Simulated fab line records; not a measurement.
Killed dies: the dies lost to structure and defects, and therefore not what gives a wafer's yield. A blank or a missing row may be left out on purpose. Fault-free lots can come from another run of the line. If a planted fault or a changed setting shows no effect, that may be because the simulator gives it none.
Matching of chambers | flow n5_finfet | N5_BEOL_M0_SAQP_SPACER1_ALD_98 on ald_sin-03: 4 sister chambers
The step deposits SiO2, target thk 12.8 nm, pulse time 1 s, purge time 2 s. 30 wafers are shown with their chamber, then 12 later ones without.

## WAFERS, EACH WITH ITS CHAMBER
wafer  | chamber | heater_power_w (W) | precursor_pulse_height_rel
L074.2 | 3       | 429                | 1.015
L074.4 | 2       | 546                | 1.022
L074.5 | 3       | 424                | 1.023
L076.1 | 3       | 409                | 1.004
L076.2 | 2       | 553                | 0.993
L076.3 | 1       | 411                | 1.024
L078.2 | 0       | 518                | 0.984
L078.3 | 3       | 409                | 0.955
L078.5 | 0       | 515                | 0.947
L080.2 | 3       | 423                | 0.979
L080.3 | 0       | 505                | 1.022
L080.6 | 1       | 427                | 0.972
L081.2 | 1       | 423                | 1.000
L081.3 | 2       | 555                | 0.995
L081.4 | 0       | 503                | 0.989
L082.1 | 2       | 532                | 1.024
L082.2 | 3       | 419                | 0.986
L082.4 | 1       | 418                | 1.021
L084.1 | 3       | 422                | 1.002
L084.5 | 3       | 420                | 1.028
L084.6 | 0       | 512                | 0.973
L087.2 | 3       | 418                | 1.021
L087.5 | 3       | 418                | 1.005
L087.6 | 2       | 541                | 1.025
L088.1 | 2       | 532                | 0.980
L088.2 | 3       | 422                | 0.958
L088.6 | 1       | 420                | 1.028
L092.1 | 1       | 420                | 1.019
L092.2 | 2       | 543                | 0.999
L092.6 | 0       | 510                | 1.006

SIGNATURES (means of the wafers above)
reading                    | chamber 0 | chamber 1 | chamber 2 | chamber 3 | scatter within a chamber
heater_power_w             | 510.50    | 419.83    | 543.14    | 419.36    | 6.7
precursor_pulse_height_rel | 0.98683   | 1.01067   | 1.00543   | 0.99782   | 0.0232
Rule: for a wafer and a chamber, the distance is found by dividing, reading by reading, the gap between the wafer's reading and the chamber's mean by the reading's scatter, squaring, summing and taking the root. If the next closest chamber is less than 2 further off than the closest, the wafer can't be placed; otherwise it belongs to the closest. The scatter: take each reading less its chamber's mean, square it, sum over the shown wafers, divide by the number of wafers less the number of chambers, and take the root.

## WAFERS WHOSE CHAMBER IS MISSING
wafer  | heater_power_w (W) | precursor_pulse_height_rel
L093.1 | 414                | 1.015
L093.3 | 540                | 1.001
L093.4 | 503                | 1.007
L094.1 | 503                | 1.025
L094.5 | 419                | 1.006
L094.6 | 522                | 1.024
L096.1 | 425                | 1.030
L096.2 | 423                | 1.002
L096.5 | 427                | 0.983
L097.2 | 409                | 0.977
L097.3 | 548                | 0.998
L097.6 | 420                | 0.996

## EACH ONE'S CHAMBER
wafer  | from the rows above     | in truth
L093.1 | can't be placed: 1 or 3 | 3
L093.3 | 2                       | 2
L093.4 | 0                       | 0
L094.1 | 0                       | 0
L094.5 | can't be placed: 1 or 3 | 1
L094.6 | can't be placed: 0 or 2 | 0
L096.1 | can't be placed: 1 or 3 | 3
L096.2 | can't be placed: 3 or 1 | 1
L096.5 | can't be placed: 3 or 1 | 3
L097.2 | can't be placed: 3 or 1 | 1
L097.3 | 2                       | 2
L097.6 | can't be placed: 3 or 1 | 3
Placed correctly: 4 of 12. Cannot be placed on the basis of these rows: 8; the candidates contain the true chamber in 8. 0 placed wrongly.
